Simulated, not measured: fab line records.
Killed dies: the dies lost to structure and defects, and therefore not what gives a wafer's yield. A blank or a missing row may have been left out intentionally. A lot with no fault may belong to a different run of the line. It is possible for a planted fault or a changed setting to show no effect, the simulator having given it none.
Chamber matching -- flow n5_finfet -- N5_SDB_HM_OPEN_20 on rie_diel-02: 4 sister chambers
The step chemistry CH3F/O2, target SiNx, stops on poly-Si, target depth 24 nm. 20 wafers are shown with their chamber, then 10 later ones without.

## WAFERS WITH THEIR CHAMBER
wafer,chamber,rf_vpp_V (V),showerhead_plenum_p_Torr (Torr),drypump_motor_current_A (A)
L076.1,1,306,1.92,5.9
L076.4,2,307,2.04,5.8
L076.6,0,283,2.00,5.3
L077.3,2,309,2.04,5.7
L077.4,1,306,1.92,5.8
L077.6,2,307,2.04,5.8
L079.1,3,293,1.96,5.9
L079.4,0,283,1.99,5.3
L079.6,0,281,1.99,5.3
L081.3,2,308,2.04,5.8
L081.5,2,307,2.04,5.7
L081.6,1,307,1.92,5.8
L090.1,2,308,2.03,5.8
L090.3,3,294,1.95,5.9
L090.6,0,283,1.99,5.3
L091.1,2,307,2.03,5.7
L091.2,3,292,1.96,5.9
L091.4,0,282,1.99,5.2
L093.1,2,308,2.03,5.7
L093.3,3,293,1.95,5.9

SIGNATURES (averages over the wafers above)
reading,chamber 0,chamber 1,chamber 2,chamber 3,scatter within a chamber
rf_vpp_V,282.40,306.33,307.62,293.00,0.78
showerhead_plenum_p_Torr,1.9920,1.9200,2.0362,1.9550,0.00479
drypump_motor_current_A,5.280,5.833,5.750,5.900,0.0465
Rule: a wafer lies at a distance from a chamber equal to the root of the sum of squares, over the readings, of (its reading less the chamber's mean, divided by the reading's scatter). If the next closest chamber is less than 2 further off than the closest, the wafer can't be placed; otherwise it belongs to the closest. How the scatter is found: for the shown wafers, subtract from each reading the mean of its chamber, square and add these, divide the total by (wafers less chambers), then take the root.

## WAFERS WITH NO CHAMBER GIVEN
wafer,rf_vpp_V (V),showerhead_plenum_p_Torr (Torr),drypump_motor_current_A (A)
L093.4,281,1.98,5.3
L094.3,282,1.98,5.3
L094.4,306,1.91,5.9
L094.6,294,1.95,5.9
L095.2,306,1.91,5.9
L095.5,282,1.98,5.3
L095.6,293,1.95,5.9
L097.2,292,1.95,5.9
L097.3,282,1.98,5.2
L097.5,282,1.98,5.3

## THE CHAMBER EACH PASSED THROUGH
wafer,from the rows above,in truth
L093.4,0,0
L094.3,0,0
L094.4,1,1
L094.6,3,3
L095.2,1,1
L095.5,0,0
L095.6,3,3
L097.2,3,3
L097.3,0,0
L097.5,0,0
10 of 10 placed correctly. From these rows, 0 cannot be placed. 0 placed wrongly.
